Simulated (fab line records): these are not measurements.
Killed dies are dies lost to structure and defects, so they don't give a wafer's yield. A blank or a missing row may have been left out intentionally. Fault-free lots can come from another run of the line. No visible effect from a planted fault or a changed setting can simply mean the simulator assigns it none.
Matching of chambers / flow nand harc / NHARC_A_CONTACT_ETCH_31 on rie diel-12: 4 sister chambers
The step etches the open film in O2/COS, target depth 2000 nm, time 520 s. 16 wafers are shown with their chamber, then 8 later ones without.

## WAFERS WITH THEIR CHAMBER
wafer=L991.1; chamber=2; showerhead plenum p Torr (Torr)=3.01; drypump motor current A (A)=5.9; rf vpp V (V)=312.9
wafer=L991.2; chamber=3; showerhead plenum p Torr (Torr)=3.01; drypump motor current A (A)=5.4; rf vpp V (V)=311.2
wafer=L991.5; chamber=0; showerhead plenum p Torr (Torr)=3.26; drypump motor current A (A)=5.5; rf vpp V (V)=316.0
wafer=L995.3; chamber=1; showerhead plenum p Torr (Torr)=3.09; drypump motor current A (A)=5.8; rf vpp V (V)=313.7
wafer=L995.4; chamber=2; showerhead plenum p Torr (Torr)=3.00; drypump motor current A (A)=5.9; rf vpp V (V)=311.8
wafer=L995.5; chamber=1; showerhead plenum p Torr (Torr)=3.09; drypump motor current A (A)=5.8; rf vpp V (V)=313.7
wafer=L997.3; chamber=3; showerhead plenum p Torr (Torr)=3.01; drypump motor current A (A)=5.4; rf vpp V (V)=313.9
wafer=L998.1; chamber=3; showerhead plenum p Torr (Torr)=3.01; drypump motor current A (A)=5.4; rf vpp V (V)=311.7
wafer=L998.2; chamber=0; showerhead plenum p Torr (Torr)=3.26; drypump motor current A (A)=5.5; rf vpp V (V)=317.4
wafer=L109.1; chamber=3; showerhead plenum p Torr (Torr)=3.00; drypump motor current A (A)=5.4; rf vpp V (V)=312.5
wafer=L109.4; chamber=2; showerhead plenum p Torr (Torr)=3.00; drypump motor current A (A)=5.9; rf vpp V (V)=311.7
wafer=L109.5; chamber=3; showerhead plenum p Torr (Torr)=3.00; drypump motor current A (A)=5.4; rf vpp V (V)=312.2
wafer=L107.1; chamber=3; showerhead plenum p Torr (Torr)=3.00; drypump motor current A (A)=5.5; rf vpp V (V)=310.4
wafer=L107.3; chamber=0; showerhead plenum p Torr (Torr)=3.25; drypump motor current A (A)=5.5; rf vpp V (V)=316.4
wafer=L107.6; chamber=1; showerhead plenum p Torr (Torr)=3.08; drypump motor current A (A)=5.8; rf vpp V (V)=314.3
wafer=L110.2; chamber=2; showerhead plenum p Torr (Torr)=3.00; drypump motor current A (A)=5.9; rf vpp V (V)=312.0

SIGNATURES, as means of the wafers listed above
reading=showerhead plenum p Torr; chamber 0=3.2567; chamber 1=3.0867; chamber 2=3.0025; chamber 3=3.0050; scatter within a chamber=0.00546
reading=drypump motor current A; chamber 0=5.500; chamber 1=5.800; chamber 2=5.900; chamber 3=5.417; scatter within a chamber=0.0264
reading=rf vpp V; chamber 0=316.600; chamber 1=313.900; chamber 2=312.100; chamber 3=311.983; scatter within a chamber=0.884
Rule: for each reading, subtract the chamber's mean from the wafer's reading, divide by that reading's scatter and square the result; add these up over the readings and take the root, which gives the wafer's distance from the chamber. If the next closest chamber is less than 2 further off than the closest, the wafer can't be placed; otherwise it belongs to the closest. The scatter: take each reading less its chamber's mean, square it, sum over the shown wafers, divide by the number of wafers less the number of chambers, and take the root.

## WAFERS MISSING THEIR CHAMBER
wafer=L110.3; showerhead plenum p Torr (Torr)=3.25; drypump motor current A (A)=5.5; rf vpp V (V)=315.7
wafer=L110.6; showerhead plenum p Torr (Torr)=3.08; drypump motor current A (A)=5.8; rf vpp V (V)=312.3
wafer=L111.2; showerhead plenum p Torr (Torr)=3.25; drypump motor current A (A)=5.5; rf vpp V (V)=315.6
wafer=L111.3; showerhead plenum p Torr (Torr)=3.08; drypump motor current A (A)=5.8; rf vpp V (V)=312.1
wafer=L111.4; showerhead plenum p Torr (Torr)=3.00; drypump motor current A (A)=5.4; rf vpp V (V)=311.6
wafer=L112.1; showerhead plenum p Torr (Torr)=3.08; drypump motor current A (A)=5.8; rf vpp V (V)=312.9
wafer=L112.2; showerhead plenum p Torr (Torr)=3.25; drypump motor current A (A)=5.5; rf vpp V (V)=314.6
wafer=L112.4; showerhead plenum p Torr (Torr)=2.99; drypump motor current A (A)=5.9; rf vpp V (V)=311.0

## CHAMBER TAKEN BY EACH
wafer=L110.3; from the rows above=0; in truth=0
wafer=L110.6; from the rows above=1; in truth=1
wafer=L111.2; from the rows above=0; in truth=0
wafer=L111.3; from the rows above=1; in truth=1
wafer=L111.4; from the rows above=3; in truth=3
wafer=L112.1; from the rows above=1; in truth=1
wafer=L112.2; from the rows above=0; in truth=0
wafer=L112.4; from the rows above=2; in truth=2
8 of 8 placed correctly. Can't be placed from these rows: 0. Number placed wrongly: 0.
